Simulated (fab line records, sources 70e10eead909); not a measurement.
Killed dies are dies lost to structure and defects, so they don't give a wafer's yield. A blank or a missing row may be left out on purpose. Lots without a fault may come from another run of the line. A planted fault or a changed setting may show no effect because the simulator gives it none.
A struck lot beside a sound one | flow nand_harc | 15 steps out of a route of 1302
Sound: wafers L417.1, L417.4, L417.5. Struck: wafers L428.1, L428.5, L428.6. The cause comes at the end.
At each step with rows: each side's tool, then ch and its chambers, then its first start. Under that, the readings that differ: sound wafers | struck wafers | difference of the means | sigmas: that difference in standard deviations of wafers without a fault.
alike: readings whose means differ by less than 2 such deviations, and words and numbers that are the same on both sides. not compared: withheld readings, readings that some wafer has no value for, bounds like >300 that may hide the same value, and numbers for which the record gives no deviation and whose values overlap.
The two part at a step that has a row with sigmas, a row that says differs or no value, or rows on one side only. Numbers that don't overlap but have no deviation are shown without sigmas and don't part them. A reading that every wafer of one side lacks parts them only if that side has two wafers or more.

NHARC_A_CONTACT_ETCH_138: etches the open film in C4F8/O2/Ar, time 311 s, target depth 1914 nm.
  sound on har_cap_etch-03 ch 0,1, day 23 08:30; struck on har_cap_etch-02 ch 0,1, day 27 10:10
  not compared: rf_hours_counter_h
NHARC_A_CONTACT_ETCH_139: etches the open film in C4F8/O2/Ar, time 195 s, target depth 840 nm.
  sound on har_cap_etch-03 ch 0,1, day 23 08:46; struck on har_cap_etch-02 ch 0,1, day 27 10:26
  not compared: rf_hours_counter_h
NHARC_A_CONTACT_ETCH_92: etches the open film in CH3F/O2, target depth 40 nm, time 85.7 s.
  sound on rie_diel-06 ch 1,3, day 23 09:17; struck on rie_diel-13 ch 2,3, day 27 11:00
  alike: drypump_motor_current_A, oes_product_au, rf_vpp_V, showerhead_plenum_p_Torr, throttle_valve_pct
  not compared: rf_hours_counter_h
NHARC_A_CONTACT_ETCH_98: etches the open film in C4F6/O2, target depth 20 nm, time 10 s.
  sound on rie_diel-06 ch 0,2; struck on rie_diel-13 ch 2,3
  alike: drypump_motor_current_A, oes_product_au, rf_vpp_V, showerhead_plenum_p_Torr, throttle_valve_pct
  not compared: rf_hours_counter_h
NHARC_A_CONTACT_CD_MEAS_15:
  sound on cd_sem-02, day 23 09:30; struck on cd_sem-02, day 27 11:12
  alike: cd_nm
then, 6 steps without rows for these wafers: NHARC_A_CONTACT_STRIP_107 (strips in N2/H2); NHARC_A_CONTACT_STRIP_108 (strips in CF4/CHF3); NHARC_A_CONTACT_STRIP_109 (strips in O2/COS); NHARC_A_CONTACT_ETCH_110 (etches the open film in CF4/O2, target depth 60 nm, overetch 6 nm, time 33 s); NHARC_A_CONTACT_STRIP_26 (strips in O2); NHARC_A_CONTACT_STRIP_27 (strips in post etch residue remover, time 600 s).
NHARC_A_CONTACT_ALD_18: deposits TiN, target thk 3 nm, pulse time 1 s, ald cycles 150.
  sound on ald_metal-01 ch 0,1, day 23 10:31; struck on ald_metal-03 ch 0,2,3, day 27 12:17
  alike: heater_power_outer_w, heater_power_w, precursor_pulse_height_rel
NHARC_A_CONTACT_CVD_19: deposits W, target thk 300 nm, time 802 s.
  sound on cvd_w-02 ch 0,1, day 23 10:43; struck on cvd_w-01 ch 0,1, day 27 12:34
  no value came back on the struck wafers for chamber_pressure_Torr (Torr), heater_power_outer_w (W), heater_power_w (W), throttle_valve_pct (%); on the sound wafers chamber_pressure_Torr (Torr) reads 40.01 39.93 39.89
NHARC_A_CONTACT_CMP_20: polishes, t overpolish 30 s, target thk 300 nm.
  sound on cmp-02 ch 0,1,2, day 23 11:37; struck on cmp-03 ch 2,3, day 27 13:20
  reading                | sound          | struck      | difference | sigmas
  time_to_endpoint_s (s) | 58.7 58.5 58.4 | 0.0 0.0 0.0 | -58.5      | -24
  alike: motor_current_A, overpolish_run_s
-- the record jumps here: 2 days lie between the struck wafers' starts before and after (it left off in module A_CONTACT and takes up again in module END, whose first step shown is number 1302 of the route) --
NHARC_END_SORT_01:
  the record has rows for the struck wafers here (prober-01 ch 0, day 29 15:47) and none for the sound ones

WHERE THEY PART
First at NHARC_A_CONTACT_CVD_19; last, within this record, at NHARC_END_SORT_01.

WHY: what the simulator had put in
Skipped step whole: cvd_w-01, from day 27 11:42 on, at NHARC_A_CONTACT_CVD_19. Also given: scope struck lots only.
